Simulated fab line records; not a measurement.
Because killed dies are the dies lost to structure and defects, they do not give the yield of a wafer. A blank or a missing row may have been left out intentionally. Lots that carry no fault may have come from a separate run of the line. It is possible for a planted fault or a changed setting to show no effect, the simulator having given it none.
fab line records / flow nand-harc
[record] lots = 6 wafers = 16 last-day = 26
route steps=1159 shown P_START@1 P_ZERO_WELL@2 END@1159
lots with no fault: from the same line, run without faults
start-h: the number of hours between the record's first day and the start of the first shown wafer of the lot / wait-h: time in hours since the lot's previous step / " the same as in the row above / L1.1+2: several wafers, shown together as one row / - either no value or no given start / * or withheld: withheld / < > ~ a bound
route shown NAME@n: NAME is a module with steps in the file, n the number in the route of the first one / usual: mean and standard deviation over wafers with no fault / same: alike in all rows / chamber/n: place in a boat / sites: readings site by site / _std_site: how widely they spread, as a standard deviation / _edge_site: inner sites' mean taken away from outer sites' mean / radius-mm: for every site, how far away it sits from the centre of the wafer / mask NAME#n: copy n / behind: the most recent tool/chamber to have shaped the wafer / hold: why the lot was held/for how many hours/how that ended / device: the n, p or np transistor that did not switch / end of line: at the end of the route, the tests of the same wafers / step lacking rows: just its recipe / killed: dies that structure and defects cost at the first sort, which is not the same as the wafer's yield / map: shows each die of a wafer: x if killed, . if not, _ if none is there
set.NAME: setting as actually run; set.NAME@STEP: the setting as run at that earlier step / model.NAME: the simulator's own value behind a step, which no gauge read
lots at some steps of the route; a table a step, a row a wafer
services: from which hour (start-h, from the record's first day; less than 0 if before it) a tool's chamber was out of use, for how many hours, and why
[[steps]]
[step NHARC_P_START_INSPECT_01]
[usual] raw-defect-count = 3.5/2
lot.wafer=L992.3 tool=defect-inspect-02 chamber=- start-h=24.04 wait-h=- raw-defect-count=3
lot.wafer=L992.4 tool=defect-inspect-02 chamber=- start-h=24.04 wait-h=- raw-defect-count=1
lot.wafer=L992.6 tool=defect-inspect-02 chamber=- start-h=24.04 wait-h=- raw-defect-count=2
lot.wafer=L997.1 tool=defect-inspect-02 chamber=- start-h=54.03 wait-h=- raw-defect-count=2
lot.wafer=L997.5 tool=defect-inspect-02 chamber=- start-h=54.03 wait-h=- raw-defect-count=2
lot.wafer=L997.6 tool=defect-inspect-02 chamber=- start-h=54.03 wait-h=- raw-defect-count=4
lot.wafer=L998.1 tool=defect-inspect-02 chamber=- start-h=60.04 wait-h=- raw-defect-count=3
lot.wafer=L998.4 tool=defect-inspect-02 chamber=- start-h=60.04 wait-h=- raw-defect-count=2
lot.wafer=L999.1 tool=defect-inspect-02 chamber=- start-h=66.04 wait-h=- raw-defect-count=1
lot.wafer=L999.3 tool=defect-inspect-02 chamber=- start-h=66.04 wait-h=- raw-defect-count=6
lot.wafer=L100.1 tool=defect-inspect-02 chamber=- start-h=72.04 wait-h=- raw-defect-count=5
lot.wafer=L100.3 tool=defect-inspect-02 chamber=- start-h=72.04 wait-h=- raw-defect-count=3
lot.wafer=L100.5 tool=defect-inspect-02 chamber=- start-h=72.04 wait-h=- raw-defect-count=2
lot.wafer=L113.1 tool=defect-inspect-01 chamber=- start-h=150.04 wait-h=- raw-defect-count=6
lot.wafer=L113.4 tool=defect-inspect-01 chamber=- start-h=150.04 wait-h=- raw-defect-count=2
lot.wafer=L113.6 tool=defect-inspect-01 chamber=- start-h=150.04 wait-h=- raw-defect-count=2
[step NHARC_P_ZERO_WELL_PRECLEAN_00]
[recipe] time-s = 600 temp-c = 120 chemistry = SPM
[step NHARC_P_ZERO_WELL_SRD_01]
[step NHARC_P_ZERO_WELL_PECVD_02]
[recipe] target-thk-a = 100 temp-c = 400 pressure-torr = 6.5 rf-w = withheld teos-flow-sccm = withheld flow-sccm = 2650 target-thk-nm = 10 gas = O2 material = SiO2
[step NHARC_P_ZERO_WELL_DEHYDRATE_03]
[recipe] temp-c = 150 time-s = 120
[step NHARC_P_ZERO_WELL_HMDS_04]
[recipe] time-s = 30
[step NHARC_P_ZERO_WELL_COAT_64]
[recipe] temp-c = 200 time-s = 65
[step NHARC_P_ZERO_WELL_COAT_05]
[recipe] spin-rpm = 2000 resist-thk-nm = 600
[step NHARC_P_ZERO_WELL_SOFTBAKE_06]
[recipe] temp-c = 125 time-s = 70
[step NHARC_P_ZERO_WELL_EBR_07]
[step NHARC_P_ZERO_WELL_EXPOSE_08]
[recipe] na = 0.55 target-cd-nm = 500 dose-mj = 33.8 mask-id = P_ZERO
[step NHARC_P_ZERO_WELL_PEB_09]
[recipe] peb-temp-c = 128 peb-time-s = 80
[usual] heater-power-total-W = 189.7/0.8
lot.wafer=L992.3 tool=litho-track-03 chamber=0 start-h=25.15 wait-h=0.1 heater-power-total-W=189.9
lot.wafer=L992.4 tool=litho-track-03 chamber=0 start-h=25.15 wait-h=0.1 heater-power-total-W=189.9
lot.wafer=L992.6 tool=litho-track-03 chamber=0 start-h=25.15 wait-h=0.1 heater-power-total-W=190.8
lot.wafer=L997.1 tool=litho-track-02 chamber=0 start-h=55.17 wait-h=0.1 heater-power-total-W=188.8
lot.wafer=L997.5 tool=litho-track-02 chamber=0 start-h=55.17 wait-h=0.1 heater-power-total-W=189.3
lot.wafer=L997.6 tool=litho-track-02 chamber=0 start-h=55.17 wait-h=0.1 heater-power-total-W=189.4
lot.wafer=L998.1 tool=litho-track-02 chamber=0 start-h=61.03 wait-h=0.1 heater-power-total-W=188.5
lot.wafer=L998.4 tool=litho-track-02 chamber=0 start-h=61.03 wait-h=0.1 heater-power-total-W=213.3
lot.wafer=L999.1 tool=litho-track-02 chamber=0 start-h=67.04 wait-h=0.1 heater-power-total-W=189.0
lot.wafer=L999.3 tool=litho-track-02 chamber=0 start-h=67.04 wait-h=0.1 heater-power-total-W=213.9
lot.wafer=L100.1 tool=litho-track-05 chamber=0 start-h=73.03 wait-h=0.1 heater-power-total-W=190.1
lot.wafer=L100.3 tool=litho-track-05 chamber=0 start-h=73.03 wait-h=0.1 heater-power-total-W=189.0
lot.wafer=L100.5 tool=litho-track-05 chamber=0 start-h=73.03 wait-h=0.1 heater-power-total-W=190.2
lot.wafer=L113.1 tool=litho-track-05 chamber=0 start-h=151.18 wait-h=0.1 heater-power-total-W=188.7
lot.wafer=L113.4 tool=litho-track-05 chamber=0 start-h=151.18 wait-h=0.1 heater-power-total-W=188.6
lot.wafer=L113.6 tool=litho-track-05 chamber=0 start-h=151.18 wait-h=0.1 heater-power-total-W=190.8
[step NHARC_P_ZERO_WELL_DEVELOP_10]
[recipe] time-s = 50 dev-temp-c = 22
[step NHARC_P_ZERO_WELL_CD_MEAS_11]
[recipe] target-cd-nm = 500 landing-energy-ev = 500
[usual] cd-nm = 499.2/2.3
[same] landing-energy-ev = 500
lot.wafer=L992.3 tool=cd-sem-03 chamber=0 start-h=25.24 wait-h=- cd-nm=499.9
lot.wafer=L992.4 tool=cd-sem-03 chamber=0 start-h=25.24 wait-h=- cd-nm=500.3
lot.wafer=L992.6 tool=cd-sem-03 chamber=0 start-h=25.24 wait-h=- cd-nm=501.4
lot.wafer=L997.1 tool=cd-sem-01 chamber=0 start-h=55.26 wait-h=- cd-nm=498.8
lot.wafer=L997.5 tool=cd-sem-01 chamber=0 start-h=55.26 wait-h=- cd-nm=500.4
lot.wafer=L997.6 tool=cd-sem-01 chamber=0 start-h=55.26 wait-h=- cd-nm=496.9
lot.wafer=L998.1 tool=cd-sem-03 chamber=0 start-h=61.12 wait-h=- cd-nm=501.5
lot.wafer=L998.4 tool=cd-sem-03 chamber=0 start-h=61.12 wait-h=- cd-nm=494.1
lot.wafer=L999.1 tool=cd-sem-02 chamber=0 start-h=67.13 wait-h=- cd-nm=496.2
lot.wafer=L999.3 tool=cd-sem-02 chamber=0 start-h=67.13 wait-h=- cd-nm=486.7
lot.wafer=L100.1 tool=cd-sem-02 chamber=0 start-h=73.12 wait-h=- cd-nm=495.3
lot.wafer=L100.3 tool=cd-sem-02 chamber=0 start-h=73.12 wait-h=- cd-nm=494.5
lot.wafer=L100.5 tool=cd-sem-02 chamber=0 start-h=73.12 wait-h=- cd-nm=495.2
lot.wafer=L113.1 tool=cd-sem-03 chamber=0 start-h=151.27 wait-h=- cd-nm=498.7
lot.wafer=L113.4 tool=cd-sem-03 chamber=0 start-h=151.27 wait-h=- cd-nm=497.9
lot.wafer=L113.6 tool=cd-sem-03 chamber=0 start-h=151.27 wait-h=- cd-nm=499.8
[step NHARC_P_ZERO_WELL_HARDBAKE_12]
[recipe] temp-c = 118 time-s = 65
[step NHARC_END_SORT_01]
[recipe] temp-c = 25
[usual] killed-at-array = 27/12 killed-at-other = 0.5/0.9 killed-at-periphery = 3.7/2.7 killed-dies = 31/12 killed-open = 3.3/2 killed-short = 2.0/1.4
[same] gross-dies = 677
lot.wafer=L999.3 tool=prober-01 chamber=0 start-h=512.92 wait-h=3.1 killed-at-array=24 killed-at-other=1 killed-at-periphery=1 killed-dies=26 killed-open=5 killed-short=2
lot.wafer=L998.4 tool=prober-02 chamber=0 start-h=513.82 wait-h=3.4 killed-at-array=24 killed-at-other=0 killed-at-periphery=7 killed-dies=31 killed-open=3 killed-short=1
// killed by level:class
L999.3 A_STAIRCASE:chamber-film-flake=12 A_CHANNEL_HOLE_D1:chamber-film-flake=3 A_CHANNEL_FILL_D1:geometric-particle:open=2 A_M0:geometric-particle:open=2 A_CHANNEL_FILL_D1:geometric-particle:short=1 A_WL_FILL:geometric-particle:short=1 A_CONTACT:geometric-particle:open=1 P_STI:chamber-film-flake=1
L998.4 A_CHANNEL_HOLE_D1:chamber-film-flake=15 P_M0:chamber-film-flake=3 A_STAIRCASE:chamber-film-flake=3 P_CONTACT:chamber-film-flake=2 A_WL_FILL:chamber-film-flake=2 P_M0:geometric-particle:open=1 A_ONON_D1:geometric-particle:open=1 A_ONON_D1:geometric-particle:short=1
[[services]]
tool=litho-track-05 chamber=- start-h=16.16 hours=- kind=consumable-replace:filter
tool=litho-track-03 chamber=- start-h=38.00 hours=7.0 kind=pm
tool=litho-track-02 chamber=- start-h=55.75 hours=- kind=consumable-replace:filter
tool=litho-track-05 chamber=- start-h=62.00 hours=7.0 kind=pm
[[key]]
[first-sign] step = NHARC_P_ZERO_WELL_PEB_09 reading = heater-power-total-W direction = up sigmas = 30 usual = * struck = *
[effect] step = NHARC_P_ZERO_WELL_CD_MEAS_11 reading = cd-nm direction = down sigmas = 3.8 usual = 499.2 struck = 490.4
met-at NHARC_P_ZERO_WELL_PEB_09
struck-wafers L998.4,L999.3
tester-left-out L998,L999
onset-between 55.17 61.03
[fault] kind = process-parameter-drift tool = litho-track-02 chamber = - onset-h = 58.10 steps = NHARC_P_ZERO_WELL_PEB_09 channel = peb-time-s offset = * shape = step end-h = 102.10 scope = struck-wafers-only acts-in = * stated = *
// tester-left-out: of these lots the tester's yield and bins aren't shown, on N5 and GAA mostly nor the transistor test; their killed dies are dies lost to structure and defects alone, not to doping, threshold or leakage, so they don't give the yield
